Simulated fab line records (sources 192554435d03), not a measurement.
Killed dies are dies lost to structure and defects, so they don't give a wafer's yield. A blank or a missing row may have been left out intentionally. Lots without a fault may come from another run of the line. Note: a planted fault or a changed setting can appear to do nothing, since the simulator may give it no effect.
fab line records	flow n5-finfet
record lots=6	wafers=18	last-day=16
route steps=1938 shown BEOL_M8@1396 BEOL_M9@1401
lots untouched by any fault: they come from a run of this same line in which no faults occurred
start-h: hours from the record's first day to the start of the lot's first wafer shown	wait-h: hours from the lot's prior step to this one	" the same as in the row above	L1.1+2: a row that stands for several wafers	- no value present, or no start provided	* or withheld: withheld	< > ~ a bound
route shown NAME@n: a module of which the file shows steps, and the number in the route of the first	usual: the fault-free wafers' mean and standard deviation	same: alike in all rows	chamber/n: place in a boat	sites: the reading at each site	_std_site: the values' standard deviation	_edge_site: inner sites' mean taken away from outer sites' mean	radius-mm: how far each site lies from the wafer's centre	mask NAME#n: copy n	behind: the last tool/chamber to shape the wafer	hold: the reason the lot was held/the length of the hold in hours/how it ended	device: transistor that didn't switch, given as n, p or np	end of line: at the end of the route, the tests of the same wafers	step lacking rows: just its recipe	killed: dies that structure and defects cost at the first sort, which is not the same as the wafer's yield	map: dies across one wafer; x = killed, . = not, _ = none there
set.NAME: setting as actually run; set.NAME@STEP: the setting as run at that earlier step	model.NAME: the simulator's own value behind a step, which no gauge read
lots seen at some steps along the route; tables by step, rows by wafer
services: a tool's chamber out of use, with start hour (start-h, from the record's first day; less than 0 if before it), hours out, and reason
## steps
# step N5_BEOL_M8_THK_MEAS_53
# recipe thk-meas-gauge=xrf	reads=Cu_of_BEOL_M8_ECD_50
# usual M8_THK=81.3/1.5
lot.wafer	tool	chamber	start-h	wait-h	M8_THK[nm]
L666.3	film-metro-02	-	215.08	-	82.3
L666.5	"	-	"	"	83.4
L666.6	"	-	"	"	80.5
L667.2	film-metro-02	-	219.43	-	81.2
L667.3	"	-	"	"	80.5
L667.4	"	-	"	"	80.1
L672.1	film-metro-01	-	250.13	-	80.8
L672.3	"	-	"	"	81.6
L672.4	"	-	"	"	81.3
L676.1	film-metro-01	-	274.83	-	79.5
L676.3	"	-	"	"	81.5
L676.4	"	-	"	"	81.2
L677.1	film-metro-01	-	284.81	-	80.0
L677.2	"	-	"	"	82.7
L677.4	"	-	"	"	81.7
L683.3	film-metro-01	-	321.99	-	80.4
L683.5	"	-	"	"	81.5
L683.6	"	-	"	"	80.6
# step N5_BEOL_M8_PRE_CLEAN_55
# recipe gas=NH3	time-s=15	temp-c=withheld	rf-power-w=300
# step N5_BEOL_M8_DEP_56
# recipe material=SiCN	target-thk-a=100	temp-c=withheld	precursor=3MS/NH3	pressure-torr=3	rf-w=202	time-s=17.5
# usual showerhead-plenum-p-Torr=3.665/0.01	throttle-valve-pct=9.0/0.6
lot.wafer	tool	chamber	start-h	wait-h	showerhead-plenum-p-Torr	throttle-valve-pct
L666.3	pecvd-03	0	215.14	0.0	3.662	8.2
L666.5	"	2	"	"	3.680	9.0
L666.6	"	0	"	"	3.650	8.1
L667.2	pecvd-03	1	219.49	0.0	3.665	8.9
L667.3	"	2	"	"	3.676	9.2
L667.4	"	2	"	"	3.681	9.0
L672.1	pecvd-03	1	250.19	0.0	3.655	9.4
L672.3	"	0	"	"	3.661	8.1
L672.4	"	2	"	"	3.676	9.1
L676.1	pecvd-02	1	274.91	0.0	3.667	9.8
L676.3	"	1	"	"	3.665	9.9
L676.4	"	2	"	"	3.653	8.2
L677.1	pecvd-04	0	284.87	0.0	3.673	8.5
L677.2	"	1	"	"	3.673	9.4
L677.4	"	2	"	"	3.666	8.5
L683.3	pecvd-04	2	322.06	0.0	3.662	8.8
L683.5	"	2	"	"	3.657	8.6
L683.6	"	0	"	"	3.676	8.5
# step N5_BEOL_M8_RS_MEAS_57
# recipe thk-meas-gauge=four-point-probe	reads=Cu_of_BEOL_M8_ECD_50+Co_of_BEOL_M8_CVD_78+TaN_of_BEOL_M8_ALD_77
# usual M8_RS=0.287/0.0064
lot.wafer	tool	chamber	start-h	wait-h	M8_RS[ohm/sq]
L666.3	film-metro-02	-	215.21	0.1	0.283
L666.5	"	-	"	"	0.278
L666.6	"	-	"	"	0.290
L667.2	film-metro-02	-	219.56	0.1	0.286
L667.3	"	-	"	"	0.291
L667.4	"	-	"	"	0.291
L672.1	film-metro-02	-	250.26	0.1	0.289
L672.3	"	-	"	"	0.286
L672.4	"	-	"	"	0.288
L676.1	film-metro-02	-	274.99	0.1	0.294
L676.3	"	-	"	"	0.283
L676.4	"	-	"	"	0.286
L677.1	film-metro-02	-	284.94	0.1	0.292
L677.2	"	-	"	"	0.282
L677.4	"	-	"	"	0.286
L683.3	film-metro-01	-	322.13	0.1	0.289
L683.5	"	-	"	"	0.285
L683.6	"	-	"	"	0.289
# step N5_BEOL_M8_INSPECT_58
# recipe inspect-instrument=darkfield	mode=post-dep
# usual raw-defect-count=65/20
lot.wafer	tool	chamber	start-h	wait-h	raw-defect-count
L666.3	defect-inspect-02	-	215.23	0.0	47
L666.5	"	-	"	"	45
L666.6	"	-	"	"	50
L667.2	defect-inspect-02	-	219.58	0.0	67
L667.3	"	-	"	"	55
L667.4	"	-	"	"	73
L672.1	defect-inspect-02	-	250.28	0.0	68
L672.3	"	-	"	"	108
L672.4	"	-	"	"	47
L676.1	defect-inspect-02	-	275.02	0.0	88
L676.3	"	-	"	"	71
L676.4	"	-	"	"	94
L677.1	defect-inspect-02	-	284.96	0.0	61
L677.2	"	-	"	"	97
L677.4	"	-	"	"	63
L683.3	defect-inspect-01	-	322.15	0.0	40
L683.5	"	-	"	"	64
L683.6	"	-	"	"	35
# step N5_BEOL_M9_ILD_DEP_00
# recipe material=SiCOH_lowk	target-thk-a=3085.1	temp-c=300	precursor=DEMS/porogen	pressure-torr=5	rf-w=500	time-s=58
# usual heater-power-w=327/55	showerhead-plenum-p-Torr=5.747/0.012	throttle-valve-pct=13.6/0.65
lot.wafer	tool	chamber	start-h	wait-h	heater-power-w	showerhead-plenum-p-Torr	throttle-valve-pct
L666.3	pecvd-01	0	215.27	0.0	284	5.765	13.6
L666.5	"	0	"	"	287	5.741	13.7
L666.6	"	2	"	"	284	5.753	13.2
L667.2	pecvd-03	2	219.62	0.0	368	5.758	13.9
L667.3	"	1	"	"	445	5.734	14.2
L667.4	"	1	"	"	447	5.742	14.1
L672.1	pecvd-02	1	250.32	0.0	377	5.754	14.9
L672.3	"	2	"	"	372	5.731	12.4
L672.4	"	0	"	"	240	5.718	14.7
L676.1	pecvd-01	0	275.06	0.0	292	5.762	13.3
L676.3	"	2	"	"	301	5.761	13.5
L676.4	"	1	"	"	253	5.751	13.6
L677.1	pecvd-03	0	285.00	0.0	333	5.733	12.5
L677.2	"	1	"	"	421	5.738	14.2
L677.4	"	2	"	"	371	5.753	14.2
L683.3	pecvd-03	1	322.19	0.0	381	5.738	13.9
L683.5	"	2	"	"	334	5.740	13.9
L683.6	"	0	"	"	361	5.716	12.5
# step N5_BEOL_M9_CURE_71
# recipe temp-c=385	time-s=240	ambient=He/Ar	material=SiCOH_lowk
# usual lamp-power-pct=52.31/0.054	wafer_temp_C_max=387.0/0.64
lot.wafer	tool	chamber	start-h	wait-h	lamp-power-pct	wafer_temp_C_max
L666.3	uv-cure-02	0	215.67	0.4	52.35	387.1
L666.5	"	0	"	"	52.38	387.4
L666.6	"	0	"	"	52.34	387.7
L667.2	uv-cure-03	1	219.78	0.1	52.35	387.0
L667.3	"	1	"	"	52.26	386.3
L667.4	"	1	"	"	52.24	386.8
L672.1	uv-cure-02	2	250.41	0.1	52.35	388.6
L672.3	"	2	"	"	52.38	387.4
L672.4	"	2	"	"	52.24	387.5
L676.1	uv-cure-02	1	275.16	0.1	52.40	388.1
L676.3	"	1	"	"	52.33	388.6
L676.4	"	1	"	"	52.26	387.1
L677.1	uv-cure-02	1	285.09	0.1	52.39	387.5
L677.2	"	1	"	"	52.38	388.3
L677.4	"	1	"	"	52.42	387.8
L683.3	uv-cure-01	2	322.43	0.2	52.22	386.6
L683.5	"	2	"	"	52.37	386.6
L683.6	"	2	"	"	52.25	386.9
# step N5_BEOL_M9_THK_MEAS_01
# recipe reads=SiCOH_lowk_of_BEOL_M9_ILD_DEP_00
# usual M9_ILD_THK=268/3.1
lot.wafer	tool	chamber	start-h	wait-h	M9_ILD_THK[nm]
L666.3	film-metro-01	-	216.34	0.5	267
L666.5	"	-	"	"	272
L666.6	"	-	"	"	268
L667.2	film-metro-01	-	220.21	0.4	269
L667.3	"	-	"	"	267
L667.4	"	-	"	"	273
L672.1	film-metro-02	-	251.41	0.8	266
L672.3	"	-	"	"	268
L672.4	"	-	"	"	271
L676.1	film-metro-01	-	275.67	0.4	267
L676.3	"	-	"	"	268
L676.4	"	-	"	"	269
L677.1	film-metro-01	-	286.09	0.8	266
L677.2	"	-	"	"	269
L677.4	"	-	"	"	269
L683.3	film-metro-02	-	322.78	0.3	270
L683.5	"	-	"	"	270
L683.6	"	-	"	"	271
# step N5_BEOL_M9_PECVD_70
# recipe material=SiO2	target-thk-a=200	temp-c=400	precursor=TEOS/O2	pressure-torr=5.5	rf-w=450	teos-flow-sccm=53.8	gas=O2	flow-sccm=3000	time-s=22.7
# usual heater-power-w=751/95	showerhead-plenum-p-Torr=8.79/0.052	throttle-valve-pct=22.3/1.4
lot.wafer	tool	chamber	start-h	wait-h	heater-power-w	showerhead-plenum-p-Torr	throttle-valve-pct
L666.3	pecvd-01	1	216.38	0.0	705	8.86	22.4
L666.5	"	1	"	"	727	8.84	22.1
L666.6	"	2	"	"	773	8.87	21.3
L667.2	pecvd-02	1	220.25	0.0	788	8.81	24.1
L667.3	"	1	"	"	796	8.81	23.7
L667.4	"	0	"	"	600	8.72	23.5
L672.1	pecvd-02	2	251.44	0.0	857	8.72	19.9
L672.3	"	1	"	"	691	8.78	23.9
L672.4	"	1	"	"	687	8.81	23.8
L676.1	pecvd-02	2	275.71	0.0	854	8.73	20.5
L676.3	"	1	"	"	754	8.80	23.9
L676.4	"	2	"	"	862	8.74	20.3
L677.1	pecvd-03	1	286.12	0.0	820	8.78	22.6
L677.2	"	0	"	"	719	8.72	20.3
L677.4	"	0	"	"	729	8.75	20.2
L683.3	pecvd-01	2	322.81	0.0	807	8.86	21.9
L683.5	"	2	"	"	784	8.86	21.8
L683.6	"	0	"	"	666	8.83	21.7
# step N5_BEOL_M9_HM_DEP_02
# recipe material=TiN	target-thk-a=200	temp-c=25	chamber-pressure-pa=0.49996
# usual throttle-valve-pct=29.9/1
lot.wafer	tool	chamber	start-h	wait-h	throttle-valve-pct
L666.3	pvd-sputter-01	-	218.02	1.6	29.4
L666.5	"	-	"	"	29.7
L666.6	"	-	"	"	30.7
L667.2	pvd-sputter-03	-	222.06	1.8	29.9
L667.3	"	-	"	"	31.1
L667.4	"	-	"	"	28.2
L672.1	pvd-sputter-03	-	252.01	0.6	28.3
L672.3	"	-	"	"	28.6
L672.4	"	-	"	"	29.6
L676.1	pvd-sputter-02	-	276.44	0.7	29.0
L676.3	"	-	"	"	28.8
L676.4	"	-	"	"	30.4
L677.1	pvd-sputter-01	-	287.05	0.9	30.4
L677.2	"	-	"	"	29.8
L677.4	"	-	"	"	31.1
L683.3	pvd-sputter-01	-	323.94	1.1	30.7
L683.5	"	-	"	"	30.6
L683.6	"	-	"	"	30.9
# step N5_BEOL_M9_COAT_59
# recipe resist=SOC	temp-c=250	time-s=60	spin-rpm=1500	resist-thk-nm=100
# step N5_BEOL_M9_COAT_60
# recipe resist=SiARC	temp-c=220	time-s=60	spin-rpm=1500	resist-thk-nm=30
# step N5_BEOL_M9_COAT_05
# recipe resist=CAR-ArF	spin-rpm=1500	resist-thk-nm=90
# usual spin-speed-rpm=1499.9/0.9
lot.wafer	tool	chamber	start-h	wait-h	spin-speed-rpm	model.CAR-ArF_of_BEOL_M9_COAT_05.thk-nm
L666.3	litho-track-01	0	218.16	-	1499.6	90
L666.5	"	0	"	"	1501.0	90
L666.6	"	0	"	"	1498.7	90
L667.2	litho-track-04	0	222.20	-	1500.9	90.4
L667.3	"	0	"	"	1500.0	90.2
L667.4	"	0	"	"	1500.2	90.2
L672.1	litho-track-05	0	252.15	-	1499.9	90.2
L672.3	"	0	"	"	1498.8	90
L672.4	"	0	"	"	1499.6	90.2
L676.1	litho-track-04	0	276.57	-	1499.9	90
L676.3	"	0	"	"	1500.5	90
L676.4	"	0	"	"	1500.6	90
L677.1	litho-track-01	0	287.18	-	1722.4	84.4
L677.2	"	0	"	"	1721.7	84.4
L677.4	"	0	"	"	1721.3	84.8
L683.3	litho-track-01	0	324.07	-	1723.0	84.2
L683.5	"	0	"	"	1722.9	84.6
L683.6	"	0	"	"	1720.5	84.4
# step N5_BEOL_M9_EBR_07
# recipe solvent=PGMEA	ebr-width-mm=1.5
# step N5_BEOL_M9_SOFTBAKE_06
# recipe temp-c=110	time-s=60	resist=CAR-ArF
# step N5_BEOL_M9_EXPOSE_08
# recipe mask-id=M9	na=1.35	source-shape=dipole	sigma-inner=0.411	sigma-outer=0.611	polarization=te	dose-mj=53.75
# step N5_BEOL_M9_PEB_09
# recipe peb-temp-c=withheld	peb-time-s=60	resist=CAR-ArF
# step N5_BEOL_M9_DEVELOP_10
# recipe develop-time-s=30	developer=TMAH	resist=CAR-ArF	rinse-liquid=diw	dry=air-spin	dev-temp-c=23
# step N5_BEOL_M9_CD_MEAS_11
# recipe target-cd-nm=64.1	landing-energy-ev=500	detector=se-inlens	polarity=opening
# usual cd-nm=64.1/0.48
lot.wafer	tool	chamber	start-h	wait-h	cd-nm
L666.3	cd-sem-03	0	218.52	-	64.2
L666.5	"	0	"	"	64.4
L666.6	"	0	"	"	64.6
L667.2	cd-sem-03	0	222.56	-	64.9
L667.3	"	0	"	"	64.8
L667.4	"	0	"	"	64.1
L672.1	cd-sem-01	0	252.51	-	64.1
L672.3	"	0	"	"	65.3
L672.4	"	0	"	"	64.5
L676.1	cd-sem-02	0	276.93	-	63.3
L676.3	"	0	"	"	63.0
L676.4	"	0	"	"	63.6
L677.1	cd-sem-01	0	287.55	-	64.7
L677.2	"	0	"	"	64.6
L677.4	"	0	"	"	64.4
L683.3	cd-sem-02	0	324.31	-	64.2
L683.5	"	0	"	"	63.6
L683.6	"	0	"	"	63.9
# step N5_BEOL_M9_OVL_MEAS_12
# recipe points-per-wafer=44
# usual M9_OVL=0.2/0.68
lot.wafer	tool	chamber	start-h	wait-h	M9_OVL[nm]
L666.3	overlay-01	0	218.55	0.0	-1.0
L666.5	"	0	"	"	1.1
L666.6	"	0	"	"	0.0
L667.2	overlay-01	0	222.59	0.0	0.0
L667.3	"	0	"	"	0.1
L667.4	"	0	"	"	-0.7
L672.1	overlay-02	0	252.54	0.0	0.8
L672.3	"	0	"	"	0.1
L672.4	"	0	"	"	0.5
L676.1	overlay-01	0	276.96	0.0	-1.5
L676.3	"	0	"	"	-0.8
L676.4	"	0	"	"	-0.9
L677.1	overlay-01	0	287.58	0.0	0.3
L677.2	"	0	"	"	0.2
L677.4	"	0	"	"	0.7
L683.3	overlay-02	0	324.34	0.0	0.7
L683.5	"	0	"	"	0.5
L683.6	"	0	"	"	0.5
# step N5_BEOL_M9_INSPECT_13
# recipe mode=adi	inspect-instrument=brightfield
# usual raw-defect-count=387/92
lot.wafer	tool	chamber	start-h	wait-h	raw-defect-count
L666.3	defect-inspect-02	-	218.58	0.0	417
L666.5	"	-	"	"	352
L666.6	"	-	"	"	308
L667.2	defect-inspect-02	-	222.61	0.0	314
L667.3	"	-	"	"	406
L667.4	"	-	"	"	356
L672.1	defect-inspect-01	-	252.56	0.0	377
L672.3	"	-	"	"	415
L672.4	"	-	"	"	276
L676.1	defect-inspect-01	-	276.99	0.0	393
L676.3	"	-	"	"	341
L676.4	"	-	"	"	367
L677.1	defect-inspect-02	-	287.60	0.0	332
L677.2	"	-	"	"	409
L677.4	"	-	"	"	291
L683.3	defect-inspect-02	-	324.37	0.0	304
L683.5	"	-	"	"	317
L683.6	"	-	"	"	295
# step N5_BEOL_M9_DESCUM_16
# recipe chemistry=O2	time-s=7.9	source-power-w=50	bias-power-w=20	pressure-mtorr=20	rf-frequency-hz=2.712e+07	temp-c=40	resist=CAR-ArF	o2-flow-sccm=225
# step N5_BEOL_M9_ETCH_61
# recipe chemistry=CF4	target=SiARC	target-depth-a=390	mask-material=CAR-ArF	time-s=65	ion-energy-ev=80	pressure-mtorr=40	source-w=545	bias-w=36	Ar_flow_sccm=100	cf4-flow-sccm=100	ends=cleared
# usual cf4-flow-sccm=99.9/0.31	drypump-motor-current-A=5.5/0.46	etch-rf-on-time-s=65.0/0.92	oes-product-au=0.67/0.075	rf-vpp-V=184.1/1.2	showerhead-plenum-p-Torr=2.14/0.061	throttle-valve-pct=15.60/0.21
lot.wafer	tool	chamber	start-h	wait-h	cf4-flow-sccm	drypump-motor-current-A	etch-rf-on-time-s	oes-product-au	rf-hours-counter-h	rf-vpp-V	showerhead-plenum-p-Torr	throttle-valve-pct	model.CAR-ArF_of_BEOL_M9_COAT_05.thk-nm
L666.3	rie-diel-05	1	218.64	0.0	100.1	5.0	65.9	0.60	218	184.9	2.20	15.56	55.4
L666.5	"	2	"	"	100.0	6.3	65.3	0.59	-	181.1	2.03	15.94	55.6
L666.6	"	3	"	"	100.0	5.5	64.5	0.63	-	183.4	2.05	15.76	55.4
L667.2	rie-diel-02	0	222.69	0.0	100.1	5.9	65.8	0.75	42	186.3	2.26	15.11	55.8
L667.3	"	1	"	"	99.9	5.4	65.2	0.73	48	184.9	2.17	15.32	55.6
L667.4	"	3	"	"	100.0	5.8	66.5	0.62	186	185.5	2.22	15.72	55.8
L672.1	rie-diel-03	0	253.36	0.0	99.6	5.5	64.8	0.67	120	185.3	2.14	15.52	55.6
L672.3	"	3	"	"	99.6	5.3	65.4	0.59	219	183.6	2.12	15.70	55.4
L672.4	"	1	"	"	99.9	5.5	64.6	0.67	-	184.8	2.15	15.51	55.6
L676.1	rie-diel-05	3	277.51	0.0	99.9	5.5	64.4	0.62	200	184.2	2.04	15.78	55.4
L676.3	"	3	"	"	100.1	5.5	64.1	0.61	-	181.7	2.04	15.81	55.4
L676.4	"	0	"	"	100.2	6.4	63.7	0.83	-	182.8	2.11	15.57	55.4
L677.1	rie-diel-05	1	287.72	0.0	99.6	5.0	66.2	0.59	242	184.9	2.19	15.59	49.8
L677.2	"	3	"	"	99.6	5.5	64.6	0.61	205	182.4	2.04	15.80	49.8
L677.4	"	0	"	"	100.0	6.4	63.3	0.81	-	184.6	2.11	15.56	50.2
L683.3	rie-diel-02	2	324.43	0.0	99.3	5.2	64.6	0.63	199	182.8	2.12	15.79	49.8
L683.5	"	0	"	"	100.1	5.9	65.8	0.73	-	188.3	2.25	15.15	50.2
L683.6	"	1	"	"	100.5	5.4	65.6	0.69	-	184.9	2.16	15.35	50
# step N5_BEOL_M9_ETCH_62
# recipe chemistry=N2/H2	target=SOC	target-depth-a=1100	overetch-a=220	mask-material=SiARC	temp-c=40	time-s=165	ion-energy-ev=200	pressure-mtorr=30	source-w=840	bias-w=150	n2-flow-sccm=200	h2-flow-sccm=200
## services
tool	chamber	start-h	hours	kind
pecvd-04	2	196.29	4.3	repair
pecvd-02	2	202.38	-	clean
pecvd-02	2	202.38	-	consumable-replace:showerhead
pecvd-02	2	202.38	29.0	scheduled-down
pecvd-02	2	202.38	29.0	vent-cycle
uv-cure-02	-	203.98	4.5	repair
rie-diel-05	0	215.24	3.8	repair
pecvd-01	2	232.62	4.2	repair
rie-diel-05	0	241.21	-	clean
uv-cure-03	-	241.21	7.5	pm
rie-diel-02	-	243.38	28.1	pm
pecvd-02	2	252.90	2.1	scheduled-down
rie-diel-05	-	253.86	0.2	repair
pecvd-02	0	261.04	21.4	repair
uv-cure-01	-	271.31	6.6	repair
pecvd-03	-	286.97	14.6	pm
uv-cure-01	-	287.85	6.0	pm
rie-diel-02	3	290.29	7.6	repair
pecvd-02	2	292.28	5.5	scheduled-down
rie-diel-02	1	297.44	11.5	repair
uv-cure-02	-	301.07	24.9	pm
rie-diel-03	0	312.23	12.7	repair
pecvd-02	1	319.14	5.5	scheduled-down
pecvd-02	-	323.95	1.9	repair
## key
first-sign step=N5_BEOL_M9_COAT_05	reading=spin-speed-rpm	direction=up	sigmas=99+	usual=*	struck=*
effect none on later readings
model-effect step=N5_BEOL_M9_COAT_05	value=CAR-ArF_of_BEOL_M9_COAT_05.thk-nm	without=90.47	struck=84.47
model-effect step=N5_BEOL_M9_ETCH_61	value=CAR-ArF_of_BEOL_M9_COAT_05.thk-nm	without=56	struck=49.97
met-at N5_BEOL_M9_COAT_05
struck-wafers L677.1,L677.2,L677.4,L683.3,L683.5,L683.6
onset-between 218.16 287.18
fault kind=process-parameter-drift	tool=litho-track-01	chamber=-	onset-h=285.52	steps=N5_BEOL_M9_COAT_05	channel=spin-rpm	offset=*	shape=step	end-h=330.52	acts-in=*	stated=*
